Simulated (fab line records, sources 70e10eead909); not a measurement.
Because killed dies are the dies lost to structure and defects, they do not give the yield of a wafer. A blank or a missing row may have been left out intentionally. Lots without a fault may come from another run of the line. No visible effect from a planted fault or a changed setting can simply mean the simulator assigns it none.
Tool commonality check | flow nand-harc | 6 wafers sampled across 2 lots

REASON FOR OPENING
At NHARC_END_SORT_01 the reading killed-at-array is flagged on 2 of 2 lots. Fault-free wafers read 49, with a standard deviation of 18.
Rule: a lot is flagged in two cases, either no wafer of it has a number, or all its wafers with numbers fall more than 4 standard deviations from that mean. All remaining lots are regarded as sound.

lot  | measured     | on        | killed-at-array, wafer by wafer | flag
L533 | day 25 01:35 | prober-01 | 677 676 675                     | FLAGGED
L534 | day 25 14:17 | prober-01 | 675 674 673                     | FLAGGED
Average over the flagged lots: 675; offset from the usual +626, equal to +35 standard deviations.

LOT BY LOT: THE TOOL USED
The record holds 2 process steps before the reading, out of a route of 1302 steps. Cell contents, in order: the tool; ch with the chambers the sampled wafers went through; the start.
lot  | flag    | NHARC_A_CHANNEL_HOLE_D1_ETCH_39   | NHARC_A_CHANNEL_HOLE_D1_STRIP_27
L533 | FLAGGED | rie-diel-09 ch 0,1,3, day 9 08:47 | rie-diel-13 ch 0,1,3, day 25 01:35 or earlier
L534 | FLAGGED | rie-diel-13 ch 1,2, day 10 00:31  | rie-diel-13 ch 0,1, day 25 14:17 or earlier
What is done by these steps:
- NHARC_A_CHANNEL_HOLE_D1_ETCH_39: etches the open film in N2/H2, target depth 260 nm, time 325 s.
- NHARC_A_CHANNEL_HOLE_D1_STRIP_27: strips in O2.
- NHARC_END_SORT_01

FLAGGED AGAINST TOTAL, ONE TOOL AT A TIME (gauges that did the reading follow at the end)
step                             | tool        | lots run | flagged | share of the flagged lots | sound lots run after its first flagged lot
NHARC_A_CHANNEL_HOLE_D1_ETCH_39  | rie-diel-09 | 1        | 1       | some                      | 0
NHARC_A_CHANNEL_HOLE_D1_ETCH_39  | rie-diel-13 | 1        | 1       | some                      | 0
NHARC_A_CHANNEL_HOLE_D1_STRIP_27 | rie-diel-13 | 2        | 2       | all                       | 0
NHARC_END_SORT_01                | prober-01   | 2        | 2       | all                       | 0
With no start given for some of its lots, NHARC_A_CHANNEL_HOLE_D1_STRIP_27 uses the hours and lot order of NHARC_END_SORT_01.

THE TABLE: WHAT IT ALLOWS
Table rows that saw every flagged lot: 2, namely rie-diel-13 at NHARC_A_CHANNEL_HOLE_D1_STRIP_27 and prober-01 at NHARC_END_SORT_01.
- rie-diel-13 at NHARC_A_CHANNEL_HOLE_D1_STRIP_27: 2 of its 2 lots flagged. The start can't be narrowed down: in this sample, it ran no sound lot prior to its first flagged lot.
- prober-01 at NHARC_END_SORT_01: 2 of its 2 lots flagged. The start can't be narrowed down: in this sample, it ran no sound lot prior to its first flagged lot.
These 2 tools cannot be told apart by counting lots, since each of them fits a fault that started at some hour. More lots, or a look at what each step does to the wafer, might.

WHAT THE SIMULATOR HAD PUT IN
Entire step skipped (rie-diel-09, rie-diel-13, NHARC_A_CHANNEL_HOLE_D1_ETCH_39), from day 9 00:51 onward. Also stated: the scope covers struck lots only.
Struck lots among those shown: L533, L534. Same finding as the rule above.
